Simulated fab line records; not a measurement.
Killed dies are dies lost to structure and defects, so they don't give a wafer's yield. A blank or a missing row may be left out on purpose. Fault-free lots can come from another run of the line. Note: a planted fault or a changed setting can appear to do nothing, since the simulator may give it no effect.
A sampling plan put to the test	flow n5_finfet	one fab line, 21 faults that these records tell of, each judged on the records of the lots that it struck
The plan consists of the line's own looks: route steps at which the wafer is read by a gauge or an inspection but not changed. A look can be judged if struck wafers have a number there and the file gives its usual mean and standard deviation on fault-free wafers. Caught: at a look after the fault's first step, the mean of the struck wafers lies 4 or more of those standard deviations (sigma) from the usual mean. On the tool: the fault's steps, tested the same way using the tool's own readings. It also counts as caught if the struck wafers ran another recipe or if their record alone is blank.

THE FAULTS, as the simulator had put them in
1. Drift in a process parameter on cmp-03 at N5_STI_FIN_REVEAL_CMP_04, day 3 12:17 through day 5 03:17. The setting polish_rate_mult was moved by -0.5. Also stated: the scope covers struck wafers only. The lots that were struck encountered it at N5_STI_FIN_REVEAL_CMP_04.
2. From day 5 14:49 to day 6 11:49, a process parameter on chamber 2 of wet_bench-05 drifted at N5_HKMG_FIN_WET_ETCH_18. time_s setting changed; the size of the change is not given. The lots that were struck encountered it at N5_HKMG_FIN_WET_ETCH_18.
3. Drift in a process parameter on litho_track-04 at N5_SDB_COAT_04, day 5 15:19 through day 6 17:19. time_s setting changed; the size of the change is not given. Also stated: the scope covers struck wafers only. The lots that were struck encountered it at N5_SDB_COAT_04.
4. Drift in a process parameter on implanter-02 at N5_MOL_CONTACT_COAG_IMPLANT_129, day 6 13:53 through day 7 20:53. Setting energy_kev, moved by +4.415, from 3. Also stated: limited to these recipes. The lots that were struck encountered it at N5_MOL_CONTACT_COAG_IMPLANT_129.
5. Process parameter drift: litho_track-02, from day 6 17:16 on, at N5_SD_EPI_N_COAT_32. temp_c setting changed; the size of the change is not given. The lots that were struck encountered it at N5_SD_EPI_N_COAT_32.
6. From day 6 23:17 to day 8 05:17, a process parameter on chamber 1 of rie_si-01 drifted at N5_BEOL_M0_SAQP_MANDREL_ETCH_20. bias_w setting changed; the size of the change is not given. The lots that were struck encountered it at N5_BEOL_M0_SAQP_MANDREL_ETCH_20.
7. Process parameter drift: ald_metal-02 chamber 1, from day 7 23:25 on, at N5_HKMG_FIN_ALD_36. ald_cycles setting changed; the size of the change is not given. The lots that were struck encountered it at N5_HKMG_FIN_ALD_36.
8. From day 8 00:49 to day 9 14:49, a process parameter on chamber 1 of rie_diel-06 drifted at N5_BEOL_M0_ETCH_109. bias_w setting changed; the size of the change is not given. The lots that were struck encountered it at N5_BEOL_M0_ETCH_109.
9. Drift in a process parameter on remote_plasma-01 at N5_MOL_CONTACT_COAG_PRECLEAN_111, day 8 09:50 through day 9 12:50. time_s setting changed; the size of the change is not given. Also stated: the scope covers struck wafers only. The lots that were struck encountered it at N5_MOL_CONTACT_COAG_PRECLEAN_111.
10. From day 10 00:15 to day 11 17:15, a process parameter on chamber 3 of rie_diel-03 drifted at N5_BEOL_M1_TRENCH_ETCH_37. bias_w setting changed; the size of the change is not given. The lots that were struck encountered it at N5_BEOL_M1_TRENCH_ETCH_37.
11. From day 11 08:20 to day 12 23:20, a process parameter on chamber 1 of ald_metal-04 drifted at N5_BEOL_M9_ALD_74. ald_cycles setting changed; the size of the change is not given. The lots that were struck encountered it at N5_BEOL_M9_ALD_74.
12. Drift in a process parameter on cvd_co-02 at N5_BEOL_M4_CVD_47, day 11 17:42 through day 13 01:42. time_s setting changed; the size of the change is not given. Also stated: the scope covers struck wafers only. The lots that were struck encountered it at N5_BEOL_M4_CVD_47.
13. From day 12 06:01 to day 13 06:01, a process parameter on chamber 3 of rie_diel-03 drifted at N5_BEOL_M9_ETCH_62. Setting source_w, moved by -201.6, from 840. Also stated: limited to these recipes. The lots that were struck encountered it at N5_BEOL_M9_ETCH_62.
14. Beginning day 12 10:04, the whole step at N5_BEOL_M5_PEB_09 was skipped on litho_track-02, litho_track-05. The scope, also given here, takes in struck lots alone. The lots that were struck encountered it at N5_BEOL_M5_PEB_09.
15. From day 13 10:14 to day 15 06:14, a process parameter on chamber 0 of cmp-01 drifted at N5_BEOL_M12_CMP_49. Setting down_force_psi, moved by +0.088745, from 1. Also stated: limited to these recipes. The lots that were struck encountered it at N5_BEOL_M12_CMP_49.
16. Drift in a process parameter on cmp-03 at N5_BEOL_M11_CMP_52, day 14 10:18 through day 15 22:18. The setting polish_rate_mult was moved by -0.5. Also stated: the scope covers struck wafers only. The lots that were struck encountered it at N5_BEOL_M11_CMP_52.
17. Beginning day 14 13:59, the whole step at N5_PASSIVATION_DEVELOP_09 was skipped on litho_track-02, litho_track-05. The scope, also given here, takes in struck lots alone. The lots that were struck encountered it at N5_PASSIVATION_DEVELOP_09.
18. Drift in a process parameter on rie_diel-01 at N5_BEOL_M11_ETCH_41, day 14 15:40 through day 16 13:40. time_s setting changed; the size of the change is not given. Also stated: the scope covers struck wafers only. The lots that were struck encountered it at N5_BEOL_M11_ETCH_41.
19. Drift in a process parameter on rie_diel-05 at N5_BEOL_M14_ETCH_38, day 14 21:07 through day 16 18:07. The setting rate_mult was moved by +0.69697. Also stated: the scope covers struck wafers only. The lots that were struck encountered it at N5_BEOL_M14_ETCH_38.
20. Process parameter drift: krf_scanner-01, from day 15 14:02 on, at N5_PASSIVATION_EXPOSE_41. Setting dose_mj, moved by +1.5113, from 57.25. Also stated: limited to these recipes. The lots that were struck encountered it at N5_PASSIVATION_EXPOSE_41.
21. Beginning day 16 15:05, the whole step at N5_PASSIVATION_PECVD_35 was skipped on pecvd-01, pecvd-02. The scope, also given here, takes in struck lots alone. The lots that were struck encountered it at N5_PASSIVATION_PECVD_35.

WHAT THE PLAN SAW
fault	on the tool itself	first look that catches it	reading, sigma	median hours from its first step to that look	hours from the fault's start to the first struck lot there	judged looks passed uncaught
1	time_to_endpoint_s +20 sigma	not the one look that can be judged after it	-	-	-	1
2	under 2 sigma	N5_BEOL_M4_RC_MEAS_101	VT_N_LONG +21	98.9	102	0
3	run_length_s +58 sigma	not the one look that can be judged after it	-	-	-	1
4	beam_energy_keV +99 or beyond sigma	not the one look that can be judged after it	-	-	-	1
5	heater_power_total_W +99 or beyond sigma	not the one look that can be judged after it	-	-	-	1
6	bias_w +96 sigma	not the one look that can be judged after it	-	-	-	1
7	under 2 sigma	none of the 2 looks that can be judged after it	strongest: SS_N at N5_BEOL_M4_RC_MEAS_101, -2.4	-	-	2
8	bias_w -99 or beyond sigma	not the one look that can be judged after it	-	-	-	1
9	no reading that can be judged	not the one look that can be judged after it	-	-	-	1
10	bias_w -57 sigma	not the one look that can be judged after it	-	-	-	1
11	only faintly: heater_power_w +2.0 sigma	no look after it can be judged	-	-	-	0
12	run_length_s +5.5 sigma	not the one look that can be judged after it	-	-	-	1
13	rf_fwd_power_W -83 sigma	no look after it can be judged	-	-	-	0
14	the tool's record is blank for the struck wafers	no look after it can be judged	-	-	-	0
15	head_pressure_psi +40 sigma	no look after it can be judged	-	-	-	0
16	overpolish_run_s -99 or beyond sigma	N5_BEOL_M11_THK_MEAS_53	M11_THK +56	0.3	3	0
17	the tool's record is blank for the struck wafers	no look after it can be judged	-	-	-	0
18	run_length_s +15 sigma	not the one look that can be judged after it	-	-	-	1
19	oes_product_au +4.0 sigma	no look after it can be judged	-	-	-	0
20	exposure_dose_mJ_cm2 +26 sigma	no look after it can be judged	-	-	-	0
21	the tool's record is blank for the struck wafers	no look after it can be judged	-	-	-	0
A dash: the fault is not caught, or the number is missing from these records.

Caught at a look: 2 of 21. Caught on the tool: 17 of 21. By one or the other: 18 of 21.
On the tool alone, faults 1, 3, 4, 5, 6, 8, 10, 12, 13, 14, 15, 17, 18, 19, 20, 21 were caught.
Caught at a look alone: fault 2.
Caught by neither: faults 7, 9, 11.

THINNER SAMPLING
In the worst case, this is how late the first struck lot would be measured if the look that catches a fault measured only every second or every third lot, by lot number:
fault	struck lots at that look, in order of time	every lot	every second lot	every third lot
2	L698, L699	102 h	105 h	may miss all 2
16	L828, L830, L829	3 h	15 h	15 h
The hour figures run from when the fault began to the first measured lot among those it struck. The limit of 4 sigma was tested on all struck wafers together, so one lot alone may lie under it. Other struck lots may not be in these records.

THE LONGEST TIMED WAY FROM STEP TO LOOK
Fault 2: the median time between N5_HKMG_FIN_WET_ETCH_18 and N5_BEOL_M4_RC_MEAS_101 is 98.9 hours. No look between them can be judged.
